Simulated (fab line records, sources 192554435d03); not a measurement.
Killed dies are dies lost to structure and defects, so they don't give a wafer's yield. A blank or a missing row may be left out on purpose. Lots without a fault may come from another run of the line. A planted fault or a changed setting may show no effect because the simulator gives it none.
Chamber matching | flow n5_finfet | N5_BEOL_M14_DEP_53 on pecvd-04: 3 sister chambers
The step deposits SiCN from 3MS/NH3, target thk 50 nm, time 17.8 s. 3 wafers are shown with their chamber, then 10 later ones without.

WAFERS WITH THEIR CHAMBER
wafer  | chamber | throttle_valve_pct (%)
L080.3 | 2       | 17.7
L084.6 | 1       | 22.3
L086.4 | 0       | 18.4

WAFERS WITHOUT THEIR CHAMBER
wafer  | throttle_valve_pct (%)
L086.6 | 18.2
L091.1 | 18.5
L091.4 | 18.7
L091.5 | 17.7
L096.2 | 18.2
L096.3 | 17.9
L096.4 | 17.4
L095.2 | 18.4
L095.4 | 17.4
L095.5 | 18.3

WHICH CHAMBER EACH WENT THROUGH
wafer  | from the rows above     | in truth
L086.6 | can't be placed: 0 or 2 | 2
L091.1 | 0                       | 0
L091.4 | 0                       | 0
L091.5 | 2                       | 2
L096.2 | can't be placed: 0 or 2 | 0
L096.3 | can't be placed: 2 or 0 | 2
L096.4 | 2                       | 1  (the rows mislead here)
L095.2 | 0                       | 0
L095.4 | 2                       | 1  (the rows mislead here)
L095.5 | 0                       | 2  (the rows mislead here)
Placed correctly: 4 of 10. Can't be placed from these rows: 3 (the true chamber is among the candidates in 3). Placed wrongly: 3.
How it was worked out, from the rows above alone: a wafer's distance from a chamber is the root of the sum, over the readings, of the square of ((its reading less the chamber's mean) divided by the reading's scatter). The wafer belongs to the nearest chamber; if the next one is less than 2 further off, it can't be placed. A chamber's mean is the mean of its shown wafers. The scatter: with one shown wafer a chamber, the root of the mean of the squares of how far each hidden wafer lies from its nearest shown one.
